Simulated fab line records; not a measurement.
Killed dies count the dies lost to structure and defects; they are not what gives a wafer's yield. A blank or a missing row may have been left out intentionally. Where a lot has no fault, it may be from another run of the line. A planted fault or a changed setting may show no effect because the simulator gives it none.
Split-lot study | flow n5_finfet | 21 wafers read across 7 lots, on a route 1938 steps long

## THE SPLIT ITSELF
At N5_BEOL_M4_DESCUM_33 (chemistry O2, time 7 s), the setting time_s was moved away from the recipe's 7 s on 7 of the 21 wafers read, by +6.1% to +21.8%. All remaining wafers had this setting at the recipe value.

Between the split and the reading, the file records no step.

## THE READING
CAR-EUV_of_BEOL_M4_COAT_22.thk_nm (the simulator's own value, which no gauge read), in nm, at N5_BEOL_M4_ETCH_77 (etches underlayer in N2/H2, target depth 6.5 nm, time 5.2 s). No usual value for it is given in the file. Average 20.4 nm, standard deviation 0.076 nm, over the 14 wafers here run with the recipe.

wafer  | tool, chamber at the split | time_s as run, s | against the recipe | CAR-EUV_of_BEOL_M4_COAT_22.thk_nm, nm | against lot-mates on the recipe
L081.2 | rie_diel-03, 1             | 7                | recipe             | 20.4                                  | -
L081.5 | rie_diel-03, 1             | 7                | recipe             | 20.4                                  | -
L081.4 | rie_diel-03, 2             | 7.426            | +6.1%              | 20.2                                  | -0.2
L083.2 | rie_diel-04, 3             | 8.08             | +15.4%             | 19.8                                  | -0.6
L083.3 | rie_diel-04, 1             | 7                | recipe             | 20.4                                  | -
L083.6 | rie_diel-04, 0             | 8.08             | +15.4%             | 20                                    | -0.4
L082.2 | rie_diel-03, 1,0,2         | 7                | recipe             | 20.4                                  | -
L082.3 | rie_diel-03, 1,0,2         | 7                | recipe             | 20.4                                  | -
L082.5 | rie_diel-03, 1,0,2         | 7                | recipe             | 20.4                                  | -
L086.1 | rie_diel-03, 0,2           | 8.523            | +21.8%             | 19.6                                  | -0.8
L086.5 | rie_diel-03, 0,2           | 8.523            | +21.8%             | 19.6                                  | -0.8
L086.3 | rie_diel-03, 3             | 7                | recipe             | 20.4                                  | -
L087.1 | rie_diel-03, 0             | 7                | recipe             | 20.4                                  | -
L087.4 | rie_diel-03, 2             | 7                | recipe             | 20.4                                  | -
L087.5 | rie_diel-03, 2             | 7                | recipe             | 20.4                                  | -
L092.1 | rie_diel-04, 0,3,2         | 7                | recipe             | 20.6                                  | -
L092.2 | rie_diel-04, 0,3,2         | 7                | recipe             | 20.4                                  | -
L092.5 | rie_diel-04, 0,3,2         | 7                | recipe             | 20.4                                  | -
L096.1 | rie_diel-01, 3             | 7                | recipe             | 20.2                                  | -
L096.2 | rie_diel-01, 1,0           | 8.519            | +21.7%             | 19.6                                  | -0.6
L096.3 | rie_diel-01, 1,0           | 8.519            | +21.7%             | 19.6                                  | -0.6
The file does not say which wafer passed through which chamber wherever a row lists several chambers: such a row stands for several wafers.

FIT RESULTS
A straight line over all 21 wafers: CAR-EUV_of_BEOL_M4_COAT_22.thk_nm changes by -0.036 nm for each +1% of time_s; r = -0.98; the points scatter about the line by 0.075 nm.
The same after taking each lot's own level away (the mean of its wafers on the recipe; 21 wafers): -0.0323 nm for each +1%; r = -0.98; scatter 0.067 nm.
That fit puts the effect of the largest move of time_s on the reading at 0.7 nm.
Across the lots, their own levels run from 20.20 to 20.47 nm, a range of 3.5 times the standard deviation given above.
In other words, the slope is changed by the lot-to-lot level; the two fits disagree.
Check: with one of the wafers moved furthest among these (+21.8%) left out of the fit, the line predicts -0.678 nm for it against its lot-mates. Against them it came out at -0.8 nm.

## ADDITIONAL SPLITS CARRIED BY THESE WAFERS
Other splits were also applied to these wafers ahead of the reading. Each is held against what the fit with the lots' levels taken away leaves over:
other split on the same wafers | wafers away from the commonest value | r with CAR-EUV_of_BEOL_M4_COAT_22.thk_nm (lot level and that fit taken away)
N5_BEOL_M2_SPUTTER_94 time_s   | 9                                    | -0.10
N5_BEOL_M4_COAT_05 spin_rpm    | 5                                    | -0.12
N5_BEOL_M4_DESCUM_16 time_s    | 8                                    | -0.34

## THE WHOLE CHAIN: every reading that the file lists as answering this split, in the file's order
step                 | what it does                                                | reading                                                                            | change (the file's fit)                | r (the file's)
N5_BEOL_M4_DESCUM_33 | chemistry O2, time 7 s                                      | CAR-EUV_of_BEOL_M4_COAT_22.thk_nm (the simulator's own value, which no gauge read) | -0.0302 nm for each +1% of the setting | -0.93
N5_BEOL_M4_ETCH_77   | etches underlayer in N2/H2, target depth 6.5 nm, time 5.2 s | CAR-EUV_of_BEOL_M4_COAT_22.thk_nm (the simulator's own value, which no gauge read) | -0.0323 nm for each +1% of the setting | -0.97

## FILE'S OWN FIT
CAR-EUV_of_BEOL_M4_COAT_22.thk_nm changes by -0.0323 nm for each +1% of time_s, r = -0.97.
